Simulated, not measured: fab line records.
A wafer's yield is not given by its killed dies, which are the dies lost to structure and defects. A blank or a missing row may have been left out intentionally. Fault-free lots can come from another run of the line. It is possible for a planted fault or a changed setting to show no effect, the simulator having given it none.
Chamber matching -- flow nandHarc -- NHARC_A_STAIRCASE_DEP_325 on pecvd-03 has 3 sister chambers
The step deposits SiO2, target thk 3800 nm. 6 wafers are shown with their chamber, then 7 later ones without.

## WAFERS, EACH WITH ITS CHAMBER
wafer,chamber,heaterPowerW (W),heaterPowerOuterW (W)
L257.2,1,676,418
L262.4,1,580,337
L263.1,0,573,330
L263.4,2,477,282
L263.5,0,566,310
L264.2,2,514,298

## WAFERS WHOSE CHAMBER IS MISSING
wafer,heaterPowerW (W),heaterPowerOuterW (W)
L264.3,647,363
L264.6,588,347
L267.2,514,314
L267.5,591,343
L267.6,551,305
L272.2,663,390
L274.1,703,420

## WHICH CHAMBER EACH ONE RAN IN
wafer,from the rows above,in truth
L264.3,can't be placed: 1 or 0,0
L264.6,can't be placed: 0 or 1 or 2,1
L267.2,can't be placed: 2 or 0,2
L267.5,can't be placed: 0 or 1 or 2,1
L267.6,can't be placed: 0 or 2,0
L272.2,1,1
L274.1,1,1
Placed correctly: 2 of 7. Cannot be placed on the basis of these rows: 5; the candidates contain the true chamber in 5. Number placed wrongly: 0.
How it was worked out, from the rows above alone: a wafer's distance from a chamber is the root of the sum, over the readings, of the square of ((its reading less the chamber's mean) divided by the reading's scatter). If the next closest chamber is less than 2 further off than the closest, the wafer can't be placed; otherwise it belongs to the closest. Each chamber's mean is taken over the wafers shown for it. How the scatter is found: for the shown wafers, subtract from each reading the mean of its chamber, square and add these, divide the total by (wafers less chambers), then take the root.
